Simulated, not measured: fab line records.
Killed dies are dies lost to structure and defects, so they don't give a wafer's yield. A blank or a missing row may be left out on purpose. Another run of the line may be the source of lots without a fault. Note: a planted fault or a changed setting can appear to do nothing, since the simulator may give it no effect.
Split-lot trial | flow n5_finfet | 21 wafers read across 7 lots, on a route 1938 steps long

## ABOUT THE SPLIT
At N5_BEOL_M6_COAT_22 (resist thk 30 nm), the setting spin_rpm was moved away from the recipe's 1500 rpm on 5 of the 21 wafers read, by -4.6% to +6.0%. For the rest of the wafers, this setting stayed at what the recipe calls for.

## FROM THE SPLIT TO THE READING: what the file shows between them, 4 steps
- N5_BEOL_M6_EXPOSE_25: exposes mask V5, target cd 40 nm (also split here: dose_mj)
- N5_BEOL_M6_PEB_26: peb time 60 s
- N5_BEOL_M6_DEVELOP_27: develop time 30 s
- N5_BEOL_M6_CD_MEAS_28: target cd 40 nm

## THE READING
CAR-EUV_of_BEOL_M6_COAT_22.thk_nm (the simulator's own value, which no gauge read), in nm, at N5_BEOL_M6_DESCUM_33 (chemistry O2, time 7 s). No usual value for it is given in the file. Across the 16 wafers here that went through the recipe, the average is 26.1 nm and the standard deviation 0.12 nm.

wafer  | tool, chamber at the split | spin_rpm as run, rpm | against the recipe | CAR-EUV_of_BEOL_M6_COAT_22.thk_nm, nm | against lot-mates on the recipe
L074.1 | litho_track-04, 0          | 1500                 | recipe             | 26                                    | -
L074.3 | litho_track-04, 0          | 1500                 | recipe             | 26.2                                  | -
L074.4 | litho_track-04, 0          | 1554                 | +3.6%              | 25.6                                  | -0.5
L076.1 | litho_track-02, 0          | 1500                 | recipe             | 26.2                                  | -
L076.2 | litho_track-02, 0          | 1500                 | recipe             | 26.2                                  | -
L076.5 | litho_track-02, 0          | 1500                 | recipe             | 26.2                                  | -
L077.1 | litho_track-01, 0          | 1431                 | -4.6%              | 26.8                                  | +0.6
L077.4 | litho_track-01, 0          | 1431                 | -4.6%              | 27                                    | +0.8
L077.5 | litho_track-01, 0          | 1500                 | recipe             | 26.2                                  | -
L079.2 | litho_track-01, 0          | 1500                 | recipe             | 26.2                                  | -
L079.3 | litho_track-01, 0          | 1500                 | recipe             | 26.2                                  | -
L079.6 | litho_track-01, 0          | 1500                 | recipe             | 26.2                                  | -
L084.1 | litho_track-04, 0          | 1500                 | recipe             | 26                                    | -
L084.3 | litho_track-04, 0          | 1590                 | +6.0%              | 25.2                                  | -0.8
L084.4 | litho_track-04, 0          | 1500                 | recipe             | 26                                    | -
L090.1 | litho_track-01, 0          | 1500                 | recipe             | 26.2                                  | -
L090.6 | litho_track-01, 0          | 1500                 | recipe             | 26.2                                  | -
L090.2 | litho_track-01, 0          | 1500                 | recipe             | 26.2                                  | -
L091.1 | litho_track-02, 0          | 1500                 | recipe             | 26                                    | -
L091.3 | litho_track-02, 0          | 1500                 | recipe             | 25.8                                  | -
L091.6 | litho_track-02, 0          | 1559                 | +3.9%              | 25.4                                  | -0.5

FIT RESULTS
A straight line over all 21 wafers: CAR-EUV_of_BEOL_M6_COAT_22.thk_nm changes by -0.163 nm for each +1% of spin_rpm; r = -0.96; the points scatter about the line by 0.12 nm.
The same after taking each lot's own level away (the mean of its wafers on the recipe; 21 wafers): -0.141 nm for each +1%; r = -0.98; scatter 0.06 nm.
According to that fit, moving spin_rpm by its largest amount changes the reading by 0.85 nm.
The lots' own levels span 25.90 to 26.20 nm, that is 2.5 times the standard deviation above.
So the slope is not independent of the lot-to-lot level: the two fits are not the same.
Check: for one of the wafers moved furthest among these (+6.0%), held out of the fit, the line's prediction against its lot-mates is -0.856 nm. It came out at -0.8 nm against them.

## FURTHER SPLITS ON THESE WAFERS
These wafers also went through other splits before the reading. Each is held against what the fit with the lots' levels taken away leaves over:
other split on the same wafers | wafers away from the commonest value | r with CAR-EUV_of_BEOL_M6_COAT_22.thk_nm (lot level and that fit taken away)
N5_BEOL_M5_EXPOSE_08 dose_mj   | 11                                   | -0.04
N5_BEOL_M6_EXPOSE_25 dose_mj   | 11                                   | -0.03

## THE WHOLE CHAIN: every reading that the file lists as answering this split, in the file's order
step                 | what it does           | reading                                                                            | change (the file's fit)               | r (the file's)
N5_BEOL_M6_COAT_22   | resist thk 30 nm       | CAR-EUV_of_BEOL_M6_COAT_22.thk_nm (the simulator's own value, which no gauge read) | -0.147 nm for each +1% of the setting | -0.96
N5_BEOL_M6_DESCUM_33 | chemistry O2, time 7 s | CAR-EUV_of_BEOL_M6_COAT_22.thk_nm (the simulator's own value, which no gauge read) | -0.138 nm for each +1% of the setting | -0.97

## FILE'S OWN FIT
CAR-EUV_of_BEOL_M6_COAT_22.thk_nm changes by -0.138 nm for each +1% of spin_rpm, r = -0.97.
